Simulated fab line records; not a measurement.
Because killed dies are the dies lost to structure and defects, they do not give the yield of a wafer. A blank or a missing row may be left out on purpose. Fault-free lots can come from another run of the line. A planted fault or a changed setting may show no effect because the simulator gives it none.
Matching of chambers + flow nand harc + 3 sister chambers for NHARC_A_CHANNEL_FILL_D1_ALD_16 on ald hk-03
The step deposits SiO2, target thk 1.5 nm, pulse time 10 s, ald cycles 15. 14 wafers are shown with their chamber, then 4 later ones without.

## WAFERS WITH THEIR CHAMBER
| wafer  | chamber | heater power w (W) | precursor pulse height rel |
|--------|---------|--------------------|----------------------------|
| L074.2 | 1       | 411                | 1.012                      |
| L074.4 | 0       | 488                | 1.010                      |
| L074.5 | 0       | 481                | 1.014                      |
| L075.3 | 1       | 424                | 0.982                      |
| L075.4 | 2       | 477                | 1.028                      |
| L075.6 | 0       | 475                | 1.011                      |
| L077.1 | 0       | 479                | 0.980                      |
| L077.2 | 1       | 423                | 0.983                      |
| L077.4 | 2       | 486                | 1.004                      |
| L082.3 | 2       | 467                | 0.982                      |
| L082.4 | 0       | 488                | 0.966                      |
| L082.6 | 2       | 473                | 0.978                      |
| L090.1 | 0       | 484                | 0.993                      |
| L090.2 | 1       | 412                | 1.014                      |

SIGNATURES (means of the wafers above)
| reading                    | chamber 0 | chamber 1 | chamber 2 | scatter within a chamber |
|----------------------------|-----------|-----------|-----------|--------------------------|
| heater power w             | 482.50    | 417.50    | 475.75    | 6.53                     |
| precursor pulse height rel | 0.99567   | 0.99775   | 0.99800   | 0.0201                   |
Rule: distance of a wafer from a chamber = root of the sum over the readings of ((wafer's reading minus chamber's mean) / reading's scatter) squared. If the next closest chamber is less than 2 further off than the closest, the wafer can't be placed; otherwise it belongs to the closest. The scatter: the root of (the sum of the squares of (reading less its chamber's mean) over the shown wafers, divided by (wafers less chambers)).

## WAFERS WITH NO CHAMBER GIVEN
| wafer  | heater power w (W) | precursor pulse height rel |
|--------|--------------------|----------------------------|
| L095.1 | 490                | 0.984                      |
| L095.5 | 415                | 1.003                      |
| L096.2 | 486                | 1.011                      |
| L096.6 | 476                | 0.962                      |

## WHICH CHAMBER EACH ONE RAN IN
| wafer  | from the rows above     | in truth |
|--------|-------------------------|----------|
| L095.1 | can't be placed: 0 or 2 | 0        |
| L095.5 | 1                       | 1        |
| L096.2 | can't be placed: 0 or 2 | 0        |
| L096.6 | can't be placed: 2 or 0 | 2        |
Correct placement for 1 of the 4. Cannot be placed on the basis of these rows: 3; the candidates contain the true chamber in 3. Number placed wrongly: 0.
